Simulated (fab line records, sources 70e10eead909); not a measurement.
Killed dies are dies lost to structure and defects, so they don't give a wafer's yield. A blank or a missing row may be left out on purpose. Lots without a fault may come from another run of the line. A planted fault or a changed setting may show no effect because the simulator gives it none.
Chamber matching | flow nand_harc | NHARC_A_SLIT_ETCH_15 on rie_diel-07: 4 sister chambers
The step etches the open film in O2/COS, target depth 3200 nm, time 832 s. 14 wafers are shown with their chamber, then 7 later ones without.

WAFERS WITH THEIR CHAMBER
wafer  | chamber | drypump_motor_current_A (A) | rf_vpp_V (V) | run_length_s (s)
L456.3 | 1       | 5.6                         | 316.1        | 853.0
L456.4 | 3       | 4.9                         | 315.4        | 853.9
L456.5 | 3       | 4.9                         | 316.1        | 854.1
L474.1 | 3       | 4.9                         | 315.3        | 853.4
L474.2 | 2       | 5.4                         | 312.9        | 853.5
L474.6 | 3       | 4.9                         | 315.5        | 853.6
L472.2 | 0       | 5.5                         | 312.4        | 853.6
L472.3 | 2       | 5.3                         | 313.8        | 853.0
L472.5 | 1       | 5.6                         | 317.5        | 853.1
L475.1 | 2       | 5.4                         | 314.0        | 853.0
L475.4 | 1       | 5.6                         | 315.0        | 853.0
L475.5 | 0       | 5.5                         | 313.7        | 853.8
L473.1 | 2       | 5.4                         | 313.9        | 853.1
L473.3 | 3       | 4.9                         | 316.2        | 853.7

SIGNATURES (means of the wafers above)
reading                 | chamber 0 | chamber 1 | chamber 2 | chamber 3 | scatter within a chamber
drypump_motor_current_A | 5.500     | 5.600     | 5.375     | 4.900     | 0.0274
rf_vpp_V                | 313.050   | 316.200   | 313.650   | 315.700   | 0.739
run_length_s            | 853.700   | 853.033   | 853.150   | 853.740   | 0.221
Rule: a wafer's distance from a chamber is the root of the sum, over the readings, of the square of ((its reading less the chamber's mean) divided by the reading's scatter). The wafer belongs to the nearest chamber; if the next one is less than 2 further off, it can't be placed. The scatter: the root of (the sum of the squares of (reading less its chamber's mean) over the shown wafers, divided by (wafers less chambers)).

WAFERS WITHOUT THEIR CHAMBER
wafer  | drypump_motor_current_A (A) | rf_vpp_V (V) | run_length_s (s)
L473.6 | 5.4                         | 314.8        | 853.0
L477.2 | 4.9                         | 317.2        | 853.5
L477.3 | 5.6                         | 316.9        | 853.0
L477.4 | 5.4                         | 314.6        | 853.3
L478.1 | 5.5                         | 312.5        | 853.5
L478.2 | 5.3                         | 314.7        | 853.5
L478.4 | 5.5                         | 312.7        | 853.7

WHICH CHAMBER EACH WENT THROUGH
wafer  | from the rows above | in truth
L473.6 | 2                   | 2
L477.2 | 3                   | 3
L477.3 | 1                   | 1
L477.4 | 2                   | 2
L478.1 | 0                   | 0
L478.2 | 2                   | 2
L478.4 | 0                   | 0
Placed correctly: 7 of 7. Can't be placed from these rows: 0. Placed wrongly: 0.
